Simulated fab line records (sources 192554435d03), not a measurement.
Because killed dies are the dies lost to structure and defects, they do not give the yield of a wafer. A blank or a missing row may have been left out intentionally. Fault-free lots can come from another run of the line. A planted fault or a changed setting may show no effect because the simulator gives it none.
fab line records	flow n5_finfet	part 1 of 2: steps 1 to 4 of 6
record: lots: 20	wafers: 60	last_day: 19
route steps=1938 shown SDB@361 HKMG_FIN@407 GATE_CUT@468
lots untouched by any fault: they come from a run of this same line in which no faults occurred
start_h: hours from the record's first day to the start of the lot's first wafer shown	wait_h: time in hours since the lot's previous step	" repeats the value in the row above	L1.1+2: a single row standing in for several wafers	- value missing, or start not given	* or withheld: withheld	< > ~ a bound
route shown NAME@n: a module of which the file shows steps, and the number in the route of the first	usual: mean and standard deviation over wafers with no fault	same: alike in all rows	chamber/n: place in a boat	sites: per-site readings	_std_site: standard deviation of those values	_edge_site: outer sites' mean less inner sites'	radius_mm: for every site, how far away it sits from the centre of the wafer	mask NAME#n: copy n	behind: the tool/chamber that last shaped the wafer	hold: cause of the lot's hold/its duration in hours/its outcome	device: the transistor (n, p or np) that didn't switch	end of line: at the end of the route, the tests of the same wafers	a step given without rows: its recipe and nothing more	killed: dies that structure and defects cost at the first sort, which is not the same as the wafer's yield	map: a wafer's dies, marking killed ones x, the rest . and places with no die _
set.NAME: the setting that was run; set.NAME@STEP: the one run at that earlier step	model.NAME: the simulator's own value behind a step, which no gauge read
a sample of lots followed through the steps of the route, with each step as a table and each wafer as a row
services: a tool's chamber out of use, with start hour (start_h, from the record's first day; less than 0 if before it), hours out, and reason
== steps ==
step: N5_SDB_ETCH_18
recipe: chemistry: N2/H2	target: SOC	target_depth_a: 1000	overetch_a: 200	mask_material: SiARC	temp_c: 40	time_s: 150	ion_energy_ev: 200	pressure_mtorr: 30	source_w: 840	bias_w: 150	n2_flow_sccm: 200	h2_flow_sccm: 200
usual: drypump_motor_current_A: 5.9/0.43	oes_product_au: 0.73/0.08	rf_vpp_V: 524.1/3	showerhead_plenum_p_Torr: 2.55/0.11	throttle_valve_pct: 17.81/0.23
lot.wafer	tool	chamber	start_h	wait_h	drypump_motor_current_A	oes_product_au	rf_hours_counter_h	rf_vpp_V	showerhead_plenum_p_Torr	throttle_valve_pct
L075.2	rie_diel-04	3	76.23	0.0	5.3	0.83	6	524.1	2.49	17.33
L075.4	"	0	"	"	6.3	0.61	248	523.6	2.49	17.83
L075.5	"	0	"	"	6.3	0.62	-	522.0	2.49	17.84
L076.3	rie_diel-03	0	78.17	0.0	5.7	0.65	202	519.8	2.40	17.94
L076.4	"	3	"	"	5.4	0.85	2	529.4	2.72	17.50
L076.6	"	0	"	"	5.7	0.65	-	521.4	2.40	17.94
L077.2	rie_diel-02	1	85.41	0.0	6.2	0.62	234	520.0	2.42	18.01
L077.4	"	3	"	"	6.3	0.86	8	526.2	2.62	17.85
L077.5	"	0	"	"	6.4	0.68	-	522.8	2.45	18.00
L078.1	rie_diel-03	3	89.08	0.0	5.4	0.84	6	528.8	2.72	17.50
L078.3	"	1	"	"	5.9	0.82	18	524.2	2.58	17.80
L078.5	"	1	"	"	5.9	0.81	-	524.4	2.58	17.79
L079.1	rie_diel-02	1	96.98	0.0	6.2	0.62	238	520.1	2.41	17.99
L079.2	"	0	"	"	6.4	0.68	145	522.0	2.45	18.01
L079.6	"	0	"	"	6.4	0.68	-	522.3	2.45	18.02
L080.2	rie_diel-04	2	101.25	0.0	6.3	0.65	189	521.3	2.42	18.19
L080.3	"	3	"	"	5.4	0.81	-	521.6	2.48	17.34
L080.4	"	2	"	"	6.3	0.65	-	520.8	2.42	18.18
L081.2	rie_diel-04	0	113.83	0.0	6.3	0.87	3	524.2	2.49	17.40
L081.3	"	1	"	"	6.3	0.81	33	525.8	2.59	17.70
L081.5	"	0	"	"	6.3	0.87	-	523.4	2.49	17.38
L083.1	rie_diel-04	1	119.20	0.0	6.3	0.81	34	524.9	2.59	17.73
L083.2	"	3	"	"	5.3	0.81	24	523.1	2.48	17.36
L083.4	"	0	"	"	6.3	0.86	4	522.1	2.49	17.38
L084.1	rie_diel-03	2	125.73	0.0	5.1	0.66	174	522.9	2.55	18.00
L084.2	"	0	"	"	5.7	0.64	215	519.0	2.40	17.94
L084.4	"	3	"	"	5.4	0.80	22	527.4	2.71	17.53
L085.2	rie_diel-02	0	136.59	0.0	6.4	0.66	159	521.7	2.44	18.04
L085.4	"	2	"	"	6.0	0.71	-	527.0	2.67	17.62
L085.6	"	0	"	"	6.4	0.67	-	521.3	2.44	18.03
L087.1	rie_diel-03	2	151.04	0.0	5.1	0.66	182	523.9	2.55	18.01
L087.2	"	0	"	"	5.7	0.63	223	520.8	2.39	17.97
L087.3	"	3	"	"	5.4	0.78	30	528.7	2.71	17.56
L088.2	rie_diel-03	1	153.95	0.0	5.9	0.77	41	525.4	2.57	17.85
L088.3	"	0	"	"	5.7	0.63	224	521.2	2.39	17.98
L088.5	"	1	"	"	5.9	0.77	-	525.6	2.57	17.83
L089.3	rie_diel-02	1	159.02	0.0	6.2	0.83	6	527.9	2.73	17.60
L089.5	"	2	"	"	6.0	0.72	-	528.1	2.66	17.63
L089.6	"	1	"	"	6.2	0.84	-	529.0	2.73	17.59
L090.1	rie_diel-02	3	163.46	0.0	6.4	0.80	38	524.6	2.60	17.92
L090.3	"	2	"	"	6.0	0.71	120	525.9	2.66	17.63
L090.6	"	2	"	"	6.0	0.71	-	528.2	2.66	17.64
L091.1	rie_diel-03	3	171.72	0.0	5.5	0.76	40	528.4	2.70	17.56
L091.2	"	1	"	"	5.9	0.77	51	524.9	2.57	17.86
L091.3	"	2	"	"	5.1	0.65	193	524.1	2.54	18.04
L092.2	rie_diel-02	2	175.30	0.0	6.0	0.70	127	527.4	2.66	17.67
L092.4	"	2	"	"	6.0	0.70	-	528.2	2.66	17.66
L092.6	"	0	"	"	6.4	0.65	-	521.4	2.43	18.05
L093.2	rie_diel-03	1	181.54	0.0	5.9	0.76	56	526.1	2.57	17.85
L093.3	"	3	"	"	5.5	0.77	45	528.1	2.70	17.58
L093.6	"	0	"	"	5.7	0.62	-	520.8	2.39	18.00
L094.3	rie_diel-03	0	190.31	0.0	5.7	0.62	242	519.6	2.38	18.00
L094.4	"	1	"	"	5.9	0.75	60	526.2	2.56	17.85
L094.5	"	0	"	"	5.7	0.62	-	519.5	2.38	18.01
L096.1	rie_diel-04	1	199.08	0.0	6.3	0.79	47	524.7	2.59	17.75
L096.4	"	3	"	"	5.3	0.77	37	521.1	2.48	17.40
L096.5	"	1	"	"	6.3	0.79	-	525.4	2.59	17.74
L097.1	rie_diel-02	1	214.06	0.0	6.2	0.79	24	527.8	2.72	17.62
L097.3	"	0	"	"	6.4	0.64	200	519.4	2.42	18.09
L097.6	"	1	"	"	6.2	0.79	-	529.0	2.72	17.63
step: N5_SDB_STRIP_21
recipe: chemistry: CF4	resist: SiARC	power_w: 300	bias_power_w: 75	pressure_mtorr: 50	cf4_flow_sccm: 150	rf_frequency_hz: 6e+07
usual: drypump_motor_current_A: 5.9/0.43	oes_product_au: 0.81/0.088	rf_vpp_V: 271.2/1.8	showerhead_plenum_p_Torr: 1.80/0.065	throttle_valve_pct: 13.56/0.27
lot.wafer	tool	chamber	start_h	wait_h	drypump_motor_current_A	oes_product_au	rf_hours_counter_h	rf_vpp_V	showerhead_plenum_p_Torr	throttle_valve_pct
L075.2	rie_diel-04	3	76.37	0.0	5.3	0.93	6	270.8	1.76	13.16
L075.4	"	0	"	"	6.3	0.67	248	269.0	1.79	13.85
L075.5	"	0	"	"	6.3	0.67	-	270.7	1.79	13.82
L076.3	rie_diel-03	0	78.30	0.0	5.7	0.72	202	269.2	1.73	13.88
L076.4	"	3	"	"	5.4	0.94	2	275.7	1.90	13.13
L076.6	"	0	"	"	5.6	0.72	-	267.5	1.73	13.87
L077.2	rie_diel-02	1	85.55	0.0	6.2	0.69	234	269.4	1.70	13.68
L077.4	"	3	"	"	6.3	0.95	8	272.6	1.83	13.35
L077.5	"	0	"	"	6.4	0.75	-	269.0	1.73	13.67
L078.1	rie_diel-03	3	89.22	0.0	5.4	0.92	6	273.0	1.90	13.15
L078.3	"	1	"	"	5.9	0.90	18	272.0	1.85	13.73
L078.5	"	1	"	"	5.9	0.90	-	273.6	1.85	13.73
L079.1	rie_diel-02	1	97.12	0.0	6.2	0.69	238	267.7	1.69	13.70
L079.2	"	0	"	"	6.4	0.74	145	268.5	1.73	13.66
L079.6	"	0	"	"	6.4	0.75	-	270.9	1.73	13.68
L080.2	rie_diel-04	2	101.46	0.0	6.3	0.72	189	268.3	1.72	14.06
L080.3	"	3	"	"	5.3	0.89	-	270.1	1.75	13.16
L080.4	"	2	"	"	6.3	0.72	-	268.6	1.72	14.07
L081.2	rie_diel-04	0	113.97	0.0	6.3	0.97	3	270.2	1.78	13.28
L081.3	"	1	"	"	6.3	0.90	33	271.6	1.83	13.51
L081.5	"	0	"	"	6.3	0.96	-	271.1	1.78	13.28
L083.1	rie_diel-04	1	119.34	0.0	6.3	0.90	34	270.4	1.83	13.53
L083.2	"	3	"	"	5.3	0.88	24	268.5	1.75	13.18
L083.4	"	0	"	"	6.3	0.96	4	272.1	1.78	13.29
L084.1	rie_diel-03	2	125.86	0.0	5.1	0.73	174	271.8	1.77	13.55
L084.2	"	0	"	"	5.6	0.71	215	268.9	1.72	13.90
L084.4	"	3	"	"	5.4	0.88	22	272.8	1.89	13.17
L085.2	rie_diel-02	0	136.73	0.0	6.4	0.74	159	268.5	1.73	13.70
L085.4	"	2	"	"	6.0	0.79	-	273.0	1.87	13.41
L085.6	"	0	"	"	6.4	0.73	-	269.5	1.72	13.71
L087.1	rie_diel-03	2	151.18	0.0	5.1	0.72	182	269.8	1.77	13.57
L087.2	"	0	"	"	5.7	0.70	223	269.1	1.72	13.92
L087.3	"	3	"	"	5.4	0.86	30	274.5	1.89	13.21
L088.2	rie_diel-03	1	154.09	0.0	5.9	0.86	41	271.7	1.84	13.79
L088.3	"	0	"	"	5.7	0.70	224	268.7	1.72	13.91
L088.5	"	1	"	"	5.9	0.86	-	271.3	1.84	13.78
L089.3	rie_diel-02	1	159.16	0.0	6.2	0.93	6	274.2	1.90	13.14
L089.5	"	2	"	"	6.0	0.78	-	273.5	1.87	13.45
L089.6	"	1	"	"	6.2	0.93	-	273.9	1.90	13.19
L090.1	rie_diel-02	3	163.60	0.0	6.3	0.88	38	271.5	1.82	13.42
L090.3	"	2	"	"	6.0	0.78	120	272.5	1.87	13.45
L090.6	"	2	"	"	6.0	0.78	-	271.5	1.87	13.46
L091.1	rie_diel-03	3	171.86	0.0	5.4	0.85	40	272.9	1.89	13.22
L091.2	"	1	"	"	5.9	0.84	51	271.8	1.84	13.81
L091.3	"	2	"	"	5.1	0.72	193	270.2	1.77	13.57
L092.2	rie_diel-02	2	175.43	0.0	6.0	0.78	127	274.3	1.87	13.47
L092.4	"	2	"	"	6.0	0.77	-	273.0	1.87	13.46
L092.6	"	0	"	"	6.4	0.72	-	270.8	1.72	13.73
L093.2	rie_diel-03	1	181.67	0.0	5.9	0.84	56	272.6	1.84	13.82
L093.3	"	3	"	"	5.4	0.84	45	273.5	1.89	13.24
L093.6	"	0	"	"	5.7	0.69	-	270.2	1.72	13.94
L094.3	rie_diel-03	0	190.45	0.0	5.7	0.69	242	269.2	1.72	13.95
L094.4	"	1	"	"	5.9	0.83	60	271.1	1.83	13.84
L094.5	"	0	"	"	5.7	0.69	-	268.1	1.72	13.97
L096.1	rie_diel-04	1	199.22	0.0	6.3	0.87	47	274.8	1.83	13.56
L096.4	"	3	"	"	5.3	0.85	37	270.0	1.75	13.22
L096.5	"	1	"	"	6.3	0.87	-	270.4	1.83	13.55
L097.1	rie_diel-02	1	214.20	0.0	6.2	0.88	24	273.4	1.89	13.20
L097.3	"	0	"	"	6.4	0.70	200	269.6	1.71	13.80
L097.6	"	1	"	"	6.2	0.88	-	272.3	1.89	13.21
step: N5_SDB_ETCH_25
recipe: chemistry: C4F6/O2	target: SiO2	target_depth_a: 100	time_s: 3.3	ion_energy_ev: 250	mask_material: SiNx	pressure_mtorr: 30	source_w: 345	bias_w: 185	Ar_flow_sccm: 300	C4F6_flow_sccm: 10	O2_flow_sccm: 10
usual: drypump_motor_current_A: 5.9/0.44	mfc_ar_sccm: 300.0/0.96	oes_product_au: 0.83/0.094	rf_vpp_V: 671/13	showerhead_plenum_p_Torr: 2.84/0.11	throttle_valve_pct: 21.18/0.25
lot.wafer	tool	chamber	start_h	wait_h	drypump_motor_current_A	mfc_ar_sccm	oes_product_au	rf_hours_counter_h	rf_vpp_V	showerhead_plenum_p_Torr	throttle_valve_pct
L075.2	rie_diel-03	0	76.69	0.0	5.7	298.0	0.72	202	649	2.70	21.28
L075.4	"	3	"	"	5.4	298.9	0.96	2	692	3.02	20.76
L075.5	"	2	"	"	5.1	299.7	0.74	-	686	2.85	21.12
L076.3	rie_diel-03	1	78.62	0.0	5.9	299.7	0.91	14	665	2.93	21.47
L076.4	"	2	"	"	5.1	302.6	0.73	159	687	2.85	21.13
L076.6	"	1	"	"	5.9	298.9	0.91	-	664	2.93	21.46
L077.2	rie_diel-03	2	85.90	0.1	5.1	300.2	0.73	161	685	2.85	21.15
L077.4	"	0	"	"	5.7	299.4	0.72	205	648	2.70	21.28
L077.5	"	1	"	"	5.9	301.5	0.91	-	665	2.93	21.47
L078.1	rie_diel-04	3	89.54	0.0	5.3	300.1	0.94	13	655	2.79	20.84
L078.3	"	1	"	"	6.3	300.1	0.93	26	659	2.92	21.25
L078.5	"	2	"	"	6.3	301.3	0.73	-	671	2.71	21.56
L079.1	rie_diel-02	3	97.92	0.5	6.3	301.2	0.94	11	665	2.91	21.15
L079.2	"	0	"	"	6.4	300.0	0.75	146	688	2.74	21.27
L079.6	"	1	"	"	6.2	300.3	0.69	-	664	2.70	21.25
L080.2	rie_diel-04	2	101.82	0.0	6.3	300.9	0.72	189	673	2.71	21.57
L080.3	"	2	"	"	6.3	299.9	0.72	-	672	2.71	21.58
L080.4	"	3	"	"	5.4	298.5	0.92	-	654	2.79	20.82
L081.2	rie_diel-04	2	114.29	0.0	6.3	298.4	0.73	195	673	2.71	21.59
L081.3	"	1	"	"	6.3	298.8	0.92	33	659	2.92	21.27
L081.5	"	2	"	"	6.4	299.1	0.72	-	672	2.71	21.58
L083.1	rie_diel-02	0	119.66	0.0	6.4	299.7	0.74	152	688	2.74	21.30
L083.2	"	1	"	"	6.2	300.6	0.69	245	664	2.69	21.26
L083.4	"	3	"	"	6.3	298.0	0.92	19	665	2.91	21.17
L084.1	rie_diel-04	1	126.25	0.1	6.3	300.1	0.91	37	660	2.92	21.28
L084.2	"	3	"	"	5.3	299.4	0.91	27	654	2.79	20.88
L084.4	"	0	"	"	6.3	300.0	0.96	7	672	2.79	20.82
L085.2	rie_diel-02	2	137.34	0.3	6.0	300.4	0.82	108	680	3.01	21.14
L085.4	"	2	"	"	6.0	299.7	0.82	-	681	3.01	21.16
L085.6	"	3	"	"	6.3	299.5	0.90	-	666	2.91	21.17
L087.1	rie_diel-04	0	151.50	0.0	6.3	299.8	0.94	16	673	2.79	20.82
L087.2	"	3	"	"	5.3	300.1	0.90	35	656	2.78	20.88
L087.3	"	2	"	"	6.4	299.5	0.72	207	671	2.70	21.60
L088.2	rie_diel-03	0	155.22	0.8	5.7	300.0	0.71	225	647	2.69	21.29
L088.3	"	3	"	"	5.4	301.2	0.87	32	691	3.00	20.81
L088.5	"	1	"	"	5.9	300.9	0.86	-	664	2.92	21.50
L089.3	rie_diel-02	1	159.51	0.1	6.2	300.0	0.94	7	674	3.03	20.90
L089.5	"	1	"	"	6.2	300.9	0.95	-	676	3.03	20.90
L089.6	"	0	"	"	6.4	299.6	0.74	-	688	2.73	21.32
L090.1	rie_diel-02	3	163.92	0.0	6.3	301.1	0.88	38	667	2.90	21.18
L090.3	"	2	"	"	6.0	299.2	0.81	120	680	3.00	21.16
L090.6	"	0	"	"	6.4	300.4	0.73	-	688	2.73	21.34
L091.1	rie_diel-03	1	173.78	1.6	5.8	300.4	0.84	52	664	2.91	21.52
L091.2	"	3	"	"	5.4	300.2	0.85	41	690	3.00	20.82
L091.3	"	0	"	"	5.7	299.4	0.70	234	648	2.69	21.33
L092.2	rie_diel-02	3	176.53	0.8	6.4	299.4	0.87	47	665	2.90	21.19
L092.4	"	0	"	"	6.4	299.2	0.73	-	687	2.73	21.35
L092.6	"	2	"	"	6.0	301.0	0.80	-	680	3.00	21.18
L093.2	rie_diel-02	2	182.78	0.8	6.0	300.0	0.80	132	681	3.00	21.18
L093.3	"	2	"	"	6.0	301.3	0.81	-	681	3.00	21.18
L093.6	"	2	"	"	6.0	300.0	0.79	-	680	3.00	21.18
L094.3	rie_diel-03	2	192.09	1.3	5.1	300.6	0.70	205	685	2.83	21.20
L094.4	"	0	"	"	5.7	302.5	0.69	243	647	2.69	21.34
L094.5	"	2	"	"	5.1	299.7	0.70	-	687	2.83	21.20
L096.1	rie_diel-04	3	199.56	0.0	5.3	299.9	0.89	37	653	2.78	20.88
L096.4	"	1	"	"	6.3	301.8	0.90	47	660	2.91	21.29
L096.5	"	2	"	"	6.3	301.3	0.72	-	672	2.70	21.61
L097.1	rie_diel-02	0	214.53	0.0	6.4	301.0	0.72	200	688	2.72	21.37
L097.3	"	2	"	"	6.0	299.9	0.79	149	681	2.99	21.22
L097.6	"	2	"	"	6.0	299.5	0.78	-	680	2.99	21.21
step: N5_HKMG_FIN_STRIP_93
recipe: chemistry: N2/H2	material: SOC	time_s: 20	power_w: 500	temp_c: 40	pressure_mtorr: 50	rf_frequency_hz: 6e+07	bias_power_w: 8	h2_frac: 0.5	n2_flow_sccm: 300	h2_flow_sccm: 300
usual: drypump_motor_current_A: 5.9/0.44	oes_product_au: 0.82/0.097	rf_vpp_V: 54.2/0.85	showerhead_plenum_p_Torr: 3.36/0.13	throttle_valve_pct: 19.0/0.38
lot.wafer	tool	chamber	start_h	wait_h	drypump_motor_current_A	oes_product_au	rf_hours_counter_h	rf_vpp_V	showerhead_plenum_p_Torr	throttle_valve_pct
L075.2	rie_diel-04	3	82.75	0.2	5.3	0.96	9	53.5	3.29	18.3
L075.4	"	2	"	"	6.3	0.74	180	54.9	3.20	19.2
L075.5	"	0	"	"	6.3	0.68	-	54.7	3.29	19.0
L076.3	rie_diel-04	1	84.37	0.2	6.3	0.95	23	53.6	3.43	18.8
L076.4	"	3	"	"	5.3	0.96	-	54.6	3.29	18.3
L076.6	"	1	"	"	6.3	0.95	-	55.1	3.43	18.8
L077.2	rie_diel-03	0	93.39	0.2	5.7	0.73	207	54.0	3.18	19.2
L077.4	"	2	"	"	5.1	0.72	164	53.8	3.37	19.7
L077.5	"	2	"	"	5.1	0.72	-	54.3	3.37	19.7
L078.1	rie_diel-03	3	97.22	0.2	5.4	0.92	9	56.0	3.58	18.7
L078.3	"	0	"	"	5.7	0.72	208	54.7	3.18	19.2
L078.5	"	0	"	"	5.7	0.72	-	53.4	3.18	19.3
L079.1	rie_diel-02	0	103.73	0.2	6.4	0.73	148	54.3	3.24	19.3
L079.2	"	2	"	"	6.0	0.84	96	54.6	3.52	18.8
L079.6	"	2	"	"	6.0	0.84	-	53.1	3.52	18.8
L080.2	rie_diel-04	1	107.56	0.2	6.3	0.93	30	52.2	3.42	18.8
L080.3	"	3	"	"	5.3	0.93	20	54.2	3.28	18.3
L080.4	"	0	"	"	6.3	0.99	1	54.3	3.29	18.5
L081.2	rie_diel-04	1	120.15	0.2	6.3	0.92	35	54.1	3.42	18.8
L081.3	"	3	"	"	5.3	0.93	24	54.3	3.28	18.3
L081.5	"	2	"	"	6.3	0.71	-	53.7	3.19	19.2
L083.1	rie_diel-04	1	125.46	0.2	6.3	0.91	37	54.1	3.42	18.8
L083.2	"	3	"	"	5.3	0.92	27	55.4	3.28	18.3
L083.4	"	0	"	"	6.3	0.95	7	54.6	3.29	18.6
L084.1	rie_diel-02	1	132.08	0.2	6.2	0.69	250	53.5	3.19	19.2
L084.2	"	0	"	"	6.4	0.73	157	54.0	3.23	19.3
L084.4	"	2	"	"	6.0	0.83	106	54.8	3.52	18.8
L085.2	rie_diel-02	3	143.04	0.2	6.3	0.90	29	54.2	3.44	19.3
L085.4	"	2	"	"	6.0	0.83	-	54.6	3.51	18.9
L085.6	"	3	"	"	6.4	0.90	-	54.2	3.44	19.3
L087.1	rie_diel-02	0	158.01	0.2	6.4	0.72	169	54.5	3.22	19.4
L087.2	"	2	"	"	6.0	0.81	117	53.6	3.51	18.8
L087.3	"	1	"	"	6.2	0.93	6	54.9	3.59	18.8
L088.2	rie_diel-03	2	161.62	0.2	5.1	0.70	187	53.7	3.36	19.7
L088.3	"	3	"	"	5.5	0.85	35	54.4	3.57	18.7
L088.5	"	1	"	"	5.9	0.86	-	54.1	3.40	18.8
L089.3	rie_diel-03	1	165.61	0.2	5.9	0.85	48	54.9	3.39	18.8
L089.5	"	2	"	"	5.1	0.70	-	54.4	3.36	19.7
L089.6	"	3	"	"	5.4	0.86	-	53.9	3.57	18.8
L090.1	rie_diel-02	3	171.10	0.2	6.3	0.88	43	54.2	3.44	19.4
L090.3	"	2	"	"	6.0	0.82	124	54.1	3.50	18.9
L090.6	"	2	"	"	6.0	0.81	-	55.3	3.51	18.9
L091.1	rie_diel-03	1	179.73	0.2	5.9	0.83	55	53.9	3.39	18.9
L091.2	"	2	"	"	5.1	0.69	198	54.7	3.36	19.7
L091.3	"	0	"	"	5.7	0.70	237	54.1	3.16	19.3
L092.2	rie_diel-03	3	183.19	0.2	5.4	0.84	46	56.3	3.56	18.8
L092.4	"	1	"	"	5.9	0.82	57	54.5	3.39	18.9
L092.6	"	2	"	"	5.1	0.69	-	53.0	3.35	19.7
L093.2	rie_diel-03	1	190.05	0.2	5.9	0.82	60	55.0	3.39	18.9
L093.3	"	3	"	"	5.4	0.84	50	53.0	3.56	18.7
L093.6	"	1	"	"	5.9	0.83	-	54.4	3.39	18.9
L094.3	rie_diel-04	2	198.11	0.2	6.3	0.71	209	54.2	3.19	19.2
L094.4	"	1	"	"	6.3	0.89	47	55.9	3.41	18.8
L094.5	"	2	"	"	6.3	0.71	-	54.7	3.19	19.2
L096.1	rie_diel-02	0	205.81	0.2	6.4	0.71	198	54.0	3.21	19.4
L096.4	"	2	"	"	6.0	0.80	-	55.0	3.49	18.9
L096.5	"	0	"	"	6.4	0.71	-	54.0	3.21	19.4
L097.1	rie_diel-04	1	221.42	0.2	6.3	0.89	55	54.6	3.41	18.8
L097.3	"	2	"	"	6.3	0.70	217	53.5	3.18	19.2
L097.6	"	3	"	"	5.3	0.89	-	53.7	3.27	18.3
